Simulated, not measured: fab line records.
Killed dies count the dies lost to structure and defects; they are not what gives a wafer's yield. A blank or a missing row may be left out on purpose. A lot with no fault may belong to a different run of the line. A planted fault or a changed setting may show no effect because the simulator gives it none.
Which of the tools did it?	flow n5Finfet	63 wafers from 21 lots sampled at 6 of the route's 1938 steps

## WHAT EACH GAUGE READ, for each wafer
No reading from a measuring or inspecting step in the record can be judged against a usual standard deviation.

## EACH LOT AND THE TOOL THAT RAN IT (in order: tool; ch and the chambers of the sampled wafers; start)
lot	N5_HKMG_FIN_STRIP_88	N5_GATE_CUT_ETCH_28	N5_GATE_CUT_ETCH_36	N5_MOL_CONTACT_COAG_STRIP_98	N5_MOL_CONTACT_COAG_SPUTTER_143	N5_MOL_CONTACT_COAG_ANNEAL_113
L075	plasmaAsher-02 ch 0,1, day 4 12:14	rieDiel-06 ch 0,3, day 4 19:44	rieDiel-06 ch 0,3, day 4 19:45	rieDiel-03 ch 2,3, day 5 04:10	pvdSputter-03, day 5 05:36	rtpAnneal-01 ch 0, day 5 06:44
L074	plasmaAsher-01 ch 0,1, day 4 13:16	rieDiel-02 ch 0,2,3, day 4 23:49	rieDiel-02 ch 0,2,3, day 4 23:50	rieDiel-05 ch 0,2,3, day 5 08:34	pvdSputter-01, day 5 10:28	rtpAnneal-02 ch 0, day 5 11:12
L076	plasmaAsher-02 ch 0,1, day 4 18:31	rieDiel-01 ch 0,3, day 5 06:04	rieDiel-01 ch 0,3, day 5 06:05	rieDiel-05 ch 0,1, day 5 11:09	pvdSputter-03, day 5 14:04	rtpAnneal-02 ch 0, day 5 14:57
L077	plasmaAsher-01 ch 0,1, day 5 07:35	rieDiel-02 ch 2,3, day 5 14:23	rieDiel-02 ch 2,3, day 5 14:25	rieDiel-04 ch 0,3, day 5 18:28	pvdSputter-02, day 5 20:19	rtpAnneal-01 ch 0, day 5 21:30
L078	plasmaAsher-01 ch 0,1, day 5 11:59	rieDiel-02 ch 0,3, day 5 19:10	rieDiel-02 ch 0,3, day 5 19:11	rieDiel-05 ch 0,2, day 5 23:38	pvdSputter-03, day 6 01:22	rtpAnneal-01 ch 0, day 6 02:18
L079	plasmaAsher-01 ch 0,1, day 5 16:11	rieDiel-02 ch 0,2, day 5 22:54	rieDiel-02 ch 0,2, day 5 22:55	rieDiel-04 ch 1,2, day 6 03:02	pvdSputter-01, day 6 06:19	rtpAnneal-02 ch 0, day 6 07:34
L080	plasmaAsher-01 ch 0,1, day 5 18:45	rieDiel-01 ch 1,2,3, day 6 01:43	rieDiel-01 ch 1,2,3, day 6 01:44	rieDiel-04 ch 0,3, day 6 05:47	pvdSputter-02, day 6 07:16	rtpAnneal-01 ch 0, day 6 08:26
L081	plasmaAsher-02 ch 0,1, day 6 06:26	rieDiel-06 ch 0,1,2, day 6 13:17	rieDiel-06 ch 0,1,2, day 6 13:19	rieDiel-03 ch 0,2,3, day 6 17:29	pvdSputter-03, day 6 19:34	rtpAnneal-02 ch 0, day 6 20:32
L082	plasmaAsher-02 ch 0,1, day 6 10:47	rieDiel-06 ch 0,1,2, day 6 17:22	rieDiel-06 ch 0,1,2, day 6 17:23	rieDiel-04 ch 1,2,3, day 6 21:32	pvdSputter-01, day 6 23:46	rtpAnneal-01 ch 0, day 7 00:44
L083	plasmaAsher-01 ch 0,1, day 6 19:16	rieDiel-06 ch 0,1, day 7 02:06	rieDiel-06 ch 0,1, day 7 02:07	rieDiel-04 ch 1,2, day 7 06:20	pvdSputter-02, day 7 07:52	rtpAnneal-02 ch 0, day 7 08:49
L084	plasmaAsher-02 ch 1, day 6 23:14	rieDiel-02 ch 1,2,3, day 7 06:49	rieDiel-02 ch 1,2,3, day 7 06:50	rieDiel-05 ch 0,1,3, day 7 11:01	pvdSputter-02, day 7 13:57	rtpAnneal-01 ch 0, day 7 14:50
L086	plasmaAsher-02 ch 1, day 7 22:02	rieDiel-02 ch 0,3, day 8 04:47	rieDiel-02 ch 0,3, day 8 04:48	rieDiel-03 ch 0,3, day 8 08:52	pvdSputter-03, day 8 11:11	rtpAnneal-01 ch 0, day 8 12:14
L088	plasmaAsher-01 ch 0,1, day 8 07:06	rieDiel-06 ch 0,1, day 8 13:51	rieDiel-06 ch 0,1, day 8 13:52	rieDiel-05 ch 2,3, day 8 19:05	pvdSputter-02, day 9 00:58	rtpAnneal-01 ch 0, day 9 01:50
L089	plasmaAsher-02 ch 0,1, day 8 09:50	rieDiel-01 ch 0,3, day 8 17:33	rieDiel-01 ch 0,3, day 8 17:34	rieDiel-04 ch 2,3, day 8 22:56	pvdSputter-02, day 9 01:43	rtpAnneal-02 ch 0, day 9 02:59
L090	plasmaAsher-02 ch 0,1, day 8 16:06	rieDiel-02 ch 0,1,3, day 9 00:40	rieDiel-02 ch 0,1,3, day 9 00:41	rieDiel-05 ch 0,1,3, day 9 04:52	pvdSputter-01, day 9 06:53	rtpAnneal-02 ch 0, day 9 08:00
L092	plasmaAsher-02 ch 0,1, day 8 21:20	rieDiel-02 ch 1,3, day 9 04:13	rieDiel-02 ch 1,3, day 9 04:14	rieDiel-04 ch 0,1,2, day 9 12:53	pvdSputter-03, day 9 16:02	rtpAnneal-02 ch 0, day 9 16:56
L093	plasmaAsher-01 ch 0,1, day 8 22:42	rieDiel-01 ch 0,1,3, day 9 06:07	rieDiel-01 ch 0,1,3, day 9 06:08	rieDiel-03 ch 1,2, day 9 12:56	pvdSputter-03, day 9 16:38	rtpAnneal-02 ch 0, day 9 17:50
L094	plasmaAsher-02 ch 0,1, day 9 08:44	rieDiel-06 ch 0,3, day 9 16:58	rieDiel-06 ch 0,3, day 9 16:59	rieDiel-03 ch 1,2,3, day 9 21:14	pvdSputter-02, day 10 00:06	rtpAnneal-02 ch 0, day 10 00:59
L095	plasmaAsher-01 ch 0,1, day 9 10:13	rieDiel-06 ch 0,1, day 9 18:09	rieDiel-06 ch 0,1, day 9 18:10	rieDiel-04 ch 0,1,2, day 9 22:28	pvdSputter-03, day 10 00:17	rtpAnneal-01 ch 0, day 10 01:28
L096	plasmaAsher-02 ch 0,1, day 9 17:58	rieDiel-02 ch 0,2,3, day 10 00:37	rieDiel-02 ch 0,2,3, day 10 00:38	rieDiel-03 ch 0,3, day 10 05:16	pvdSputter-01, day 10 08:04	rtpAnneal-01 ch 0, day 10 09:28
L097	plasmaAsher-01 ch 0,1, day 10 03:32	rieDiel-06 ch 0,1,2, day 10 10:31	rieDiel-06 ch 0,1,2, day 10 10:32	rieDiel-04 ch 1,2, day 10 14:50	pvdSputter-03, day 10 17:47	rtpAnneal-01 ch 0, day 10 18:40
- N5_HKMG_FIN_STRIP_88: strips in N2/H2, time 360 s.
- N5_GATE_CUT_ETCH_28: etches underlayer in N2/H2, target depth 13 nm, time 10.4 s.
- N5_GATE_CUT_ETCH_36: etches SiARC in CF4, target depth 13 nm, time 21.7 s.
- N5_MOL_CONTACT_COAG_STRIP_98: strips in N2/H2.
- N5_MOL_CONTACT_COAG_SPUTTER_143: material Co, target thk 2.5 nm.
- N5_MOL_CONTACT_COAG_ANNEAL_113: time 300 s.

## AS READ BY THE TOOLS THEMSELVES (means over the sampled wafers that have a number; for cases with no such wafer, the mark the record gives instead)
N5_HKMG_FIN_STRIP_88.
lot	tool	drypumpMotorCurrentA (A)	heaterPowerW (W)	tempC (C)
L075	plasmaAsher-02	6.2	490	300.03
L074	plasmaAsher-01	5.9	440	300.14
L076	plasmaAsher-02	6.2	491	299.94
L077	plasmaAsher-01	5.6	437	300.15
L078	plasmaAsher-01	5.9	438	300.00
L079	plasmaAsher-01	5.9	436	299.97
L080	plasmaAsher-01	5.7	431	300.09
L081	plasmaAsher-02	6.2	487	299.90
L082	plasmaAsher-02	5.9	507	299.95
L083	plasmaAsher-01	5.9	439	300.01
L084	plasmaAsher-02	5.7	515	300.04
L086	plasmaAsher-02	5.7	503	300.22
L088	plasmaAsher-01	5.7	434	300.04
L089	plasmaAsher-02	6.2	492	300.09
L090	plasmaAsher-02	5.9	498	299.94
L092	plasmaAsher-02	6.2	480	299.97
L093	plasmaAsher-01	5.6	431	300.04
L094	plasmaAsher-02	6.2	487	299.65
L095	plasmaAsher-01	5.7	432	300.07
L096	plasmaAsher-02	6.2	483	300.04
L097	plasmaAsher-01	6.0	428	300.22

N5_GATE_CUT_ETCH_28.
lot	tool	drypumpMotorCurrentA (A)	etchRfOnTimeS (s)	oesProductAu (a.u.)	rfVppV (V)	showerheadPlenumPTorr (Torr)	throttleValvePct (%)
L075	rieDiel-06	5.0	10.0	0.64	523.2	2.49	18.05
L074	rieDiel-02	5.7	10.7	0.66	524.4	2.56	17.74
L076	rieDiel-01	5.2	10.3	0.72	525.0	2.56	17.90
L077	rieDiel-02	5.7	10.6	0.61	524.8	2.54	17.98
L078	rieDiel-02	5.8	10.6	0.67	523.7	2.54	17.92
L079	rieDiel-02	5.7	10.9	0.65	526.1	2.58	17.57
L080	rieDiel-01	5.5	10.6	0.63	524.7	2.56	18.08
L081	rieDiel-06	5.4	10.0	0.68	526.6	2.63	17.93
L082	rieDiel-06	5.4	10.1	0.68	525.9	2.63	17.94
L083	rieDiel-06	5.8	10.1	0.61	526.8	2.65	18.12
L084	rieDiel-02	5.8	10.6	0.60	524.2	2.53	17.85
L086	rieDiel-02	5.8	10.6	0.69	523.8	2.54	17.71
L088	rieDiel-06	5.5	9.8	0.64	526.3	2.65	18.03
L089	rieDiel-01	5.2	10.5	0.64	523.8	2.53	18.01
L090	rieDiel-02	5.8	10.7	0.64	523.5	2.53	17.79
L092	rieDiel-02	5.8	10.6	0.60	522.7	2.50	18.04
L093	rieDiel-01	5.3	10.5	0.65	525.2	2.57	17.96
L094	rieDiel-06	5.0	9.9	0.62	522.2	2.48	18.10
L095	rieDiel-06	5.6	10.0	0.63	526.4	2.65	18.05
L096	rieDiel-02	5.7	10.6	0.71	523.2	2.54	17.66
L097	rieDiel-06	5.4	10.0	0.66	524.7	2.62	17.98

N5_GATE_CUT_ETCH_36.
lot	tool	drypumpMotorCurrentA (A)	etchRfOnTimeS (s)	oesProductAu (a.u.)	rfVppV (V)	showerheadPlenumPTorr (Torr)	throttleValvePct (%)
L075	rieDiel-06	5.0	21.0	0.64	183.6	2.12	15.97
L074	rieDiel-02	5.7	22.4	0.67	184.3	2.16	15.61
L076	rieDiel-01	5.3	21.9	0.71	184.1	2.17	15.79
L077	rieDiel-02	5.7	22.0	0.61	183.8	2.13	15.73
L078	rieDiel-02	5.7	22.1	0.66	183.9	2.14	15.74
L079	rieDiel-02	5.7	22.6	0.66	185.2	2.18	15.54
L080	rieDiel-01	5.5	22.4	0.62	184.5	2.15	15.81
L081	rieDiel-06	5.4	20.7	0.69	184.2	2.19	15.56
L082	rieDiel-06	5.5	20.7	0.68	184.8	2.19	15.56
L083	rieDiel-06	5.7	20.9	0.62	184.6	2.21	15.73
L084	rieDiel-02	5.8	22.1	0.60	184.9	2.14	15.67
L086	rieDiel-02	5.8	22.2	0.69	184.3	2.16	15.66
L088	rieDiel-06	5.5	20.5	0.64	185.7	2.22	15.61
L089	rieDiel-01	5.2	21.9	0.65	184.2	2.14	15.87
L090	rieDiel-02	5.8	22.4	0.64	184.9	2.14	15.69
L092	rieDiel-02	5.8	21.9	0.60	184.1	2.11	15.80
L093	rieDiel-01	5.3	21.8	0.65	184.4	2.17	15.80
L094	rieDiel-06	5.0	20.9	0.62	183.3	2.11	16.03
L095	rieDiel-06	5.5	20.8	0.63	184.7	2.22	15.62
L096	rieDiel-02	5.7	22.1	0.72	185.0	2.15	15.53
L097	rieDiel-06	5.4	20.9	0.66	184.7	2.19	15.61

N5_MOL_CONTACT_COAG_STRIP_98.
lot	tool	drypumpMotorCurrentA (A)	oesProductAu (a.u.)	rfVppV (V)	showerheadPlenumPTorr (Torr)	tempC (C)	throttleValvePct (%)
L075	rieDiel-03	5.5	0.68	55.8	3.45	40.01	19.5
L074	rieDiel-05	5.7	0.75	54.3	3.33	40.05	19.0
L076	rieDiel-05	5.8	0.72	53.3	3.31	39.93	19.0
L077	rieDiel-04	5.8	0.76	53.1	3.44	40.08	19.1
L078	rieDiel-05	5.5	0.76	54.4	3.35	40.10	19.1
L079	rieDiel-04	5.4	0.92	53.6	3.32	40.00	19.1
L080	rieDiel-04	5.3	0.81	53.3	3.40	40.02	18.6
L081	rieDiel-03	5.6	0.78	53.4	3.41	39.95	19.0
L082	rieDiel-04	5.7	0.83	54.0	3.37	39.99	19.3
L083	rieDiel-04	5.4	0.91	54.0	3.32	40.08	19.2
L084	rieDiel-05	5.7	0.79	53.7	3.34	40.06	19.0
L086	rieDiel-03	5.6	0.83	55.0	3.40	40.08	19.3
L088	rieDiel-05	5.5	0.74	53.3	3.37	40.08	19.2
L089	rieDiel-04	5.8	0.83	54.7	3.36	40.01	19.2
L090	rieDiel-05	5.7	0.77	53.6	3.33	39.96	19.1
L092	rieDiel-04	5.2	0.85	53.3	3.32	40.03	18.9
L093	rieDiel-03	5.7	0.72	54.1	3.42	39.96	18.9
L094	rieDiel-03	5.7	0.79	54.7	3.42	39.99	19.1
L095	rieDiel-04	5.2	0.85	55.0	3.32	39.95	18.8
L096	rieDiel-03	5.6	0.91	53.4	3.39	40.09	19.1
L097	rieDiel-04	5.4	0.85	53.5	3.31	40.02	19.2

N5_MOL_CONTACT_COAG_SPUTTER_143.
lot	tool	chamberPressurePa (Pa)	throttleValvePct (%)
L075	pvdSputter-03	0.1998	30.7
L074	pvdSputter-01	0.2004	29.6
L076	pvdSputter-03	0.2003	31.3
L077	pvdSputter-02	0.2003	29.6
L078	pvdSputter-03	0.2001	29.9
L079	pvdSputter-01	0.2003	29.8
L080	pvdSputter-02	0.2003	29.8
L081	pvdSputter-03	0.1998	29.9
L082	pvdSputter-01	0.1997	29.1
L083	pvdSputter-02	0.2002	30.0
L084	pvdSputter-02	0.2002	29.9
L086	pvdSputter-03	0.1994	30.2
L088	pvdSputter-02	0.2000	29.7
L089	pvdSputter-02	0.2001	29.8
L090	pvdSputter-01	0.1992	29.2
L092	pvdSputter-03	0.2004	30.7
L093	pvdSputter-03	0.2002	29.6
L094	pvdSputter-02	0.1998	29.8
L095	pvdSputter-03	0.2002	30.2
L096	pvdSputter-01	0.1997	29.1
L097	pvdSputter-03	0.1998	30.1

N5_MOL_CONTACT_COAG_ANNEAL_113.
lot	tool	lampPowerPct (%)	lamp_zone_5_pct (%)	lamp_zone_6_pct (%)	wafer_temp_C_max
L075	rtpAnneal-01	2.96	2.96	2.93	400.7
L074	rtpAnneal-02	2.64	2.64	2.61	402.9
L076	rtpAnneal-02	2.64	2.64	2.61	402.6
L077	rtpAnneal-01	2.96	2.96	2.93	400.7
L078	rtpAnneal-01	2.96	2.95	2.93	400.7
L079	rtpAnneal-02	2.64	2.64	2.61	402.6
L080	rtpAnneal-01	2.96	2.96	2.93	400.9
L081	rtpAnneal-02	2.64	2.64	2.61	401.8
L082	rtpAnneal-01	2.96	2.96	2.93	401.0
L083	rtpAnneal-02	2.64	2.64	2.61	402.3
L084	rtpAnneal-01	2.96	2.96	2.93	401.1
L086	rtpAnneal-01	2.96	2.96	2.92	401.0
L088	rtpAnneal-01	2.95	2.96	2.93	401.1
L089	rtpAnneal-02	2.64	2.64	2.61	402.8
L090	rtpAnneal-02	2.64	2.64	2.61	402.6
L092	rtpAnneal-02	2.64	2.64	2.61	402.6
L093	rtpAnneal-02	2.64	2.64	2.61	402.5
L094	rtpAnneal-02	2.64	2.64	2.61	402.9
L095	rtpAnneal-01	2.96	2.96	2.93	401.1
L096	rtpAnneal-01	2.96	2.95	2.93	400.9
L097	rtpAnneal-01	2.96	2.95	2.93	401.0

## THE ANSWER, worked out from the rows above alone
Rule: the usual values come from the lots themselves. The widest of any qualifying gaps counts: lots, ordered by their means at a reading, are off when they make up no more than a third of the lots, leave a main group of 4 or more, and stand apart from it by 3 or more times the standard deviation of that group's means. A main group is skipped when, at the precision printed for the reading in the tables above, its means are all equal. A lot without any number at a reading at which 4 lots or more have one is off too. The other lots that the step has rows for count as sound. Order of review: gauges by route order, followed by the tools' own readings, for which a lot's mean as printed above is used. The first step at which some lot is off is used, and at that step the reading that is off furthest; a lot without a number counts as furthest.
None of the lots is off at any reading shown; this tells nothing.

## WHAT HAD BEEN PUT IN BY THE SIMULATOR
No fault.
